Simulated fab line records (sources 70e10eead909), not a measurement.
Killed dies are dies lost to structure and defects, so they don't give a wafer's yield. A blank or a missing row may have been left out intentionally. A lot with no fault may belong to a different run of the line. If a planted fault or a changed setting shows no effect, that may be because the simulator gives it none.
Chamber matching | flow nand_harc | pecvd-04 running NHARC_A_BONDPAD_DEP_00: 3 sister chambers
The step deposits SiCN, target thk 250 nm. 6 wafers are shown with their chamber, then 7 later ones without.

## WAFERS, EACH WITH ITS CHAMBER
wafer  | chamber | heater_power_w (W) | heater_power_outer_w (W)
L801.3 | 2       | 539                | 302
L801.5 | 2       | 560                | 311
L805.4 | 1       | 551                | 289
L805.5 | 0       | 707                | 392
L806.3 | 1       | 603                | 318
L806.4 | 0       | 698                | 399

## WAFERS WITH NO CHAMBER GIVEN
wafer  | heater_power_w (W) | heater_power_outer_w (W)
L806.6 | 606                | 348
L807.1 | 575                | 301
L807.3 | 697                | 377
L807.6 | 590                | 314
L808.1 | 530                | 299
L808.2 | 623                | 328
L808.6 | 631                | 346

## CHAMBER TAKEN BY EACH
wafer  | from the rows above          | in truth
L806.6 | can't be placed: 1 or 2 or 0 | 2
L807.1 | can't be placed: 1 or 2      | 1
L807.3 | 0                            | 0
L807.6 | can't be placed: 1 or 2      | 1
L808.1 | can't be placed: 2 or 1      | 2
L808.2 | can't be placed: 1 or 2      | 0
L808.6 | can't be placed: 1 or 2 or 0 | 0
Correct placement for 1 of the 7. From these rows, 6 cannot be placed; in 5 the true chamber is one of the candidates. Wrongly placed: 0.
How it was worked out, from the rows above alone: a wafer's distance from a chamber is the root of the sum, over the readings, of the square of ((its reading less the chamber's mean) divided by the reading's scatter). If the next closest chamber is less than 2 further off than the closest, the wafer can't be placed; otherwise it belongs to the closest. Each chamber's mean is taken over the wafers shown for it. How the scatter is found: for the shown wafers, subtract from each reading the mean of its chamber, square and add these, divide the total by (wafers less chambers), then take the root.
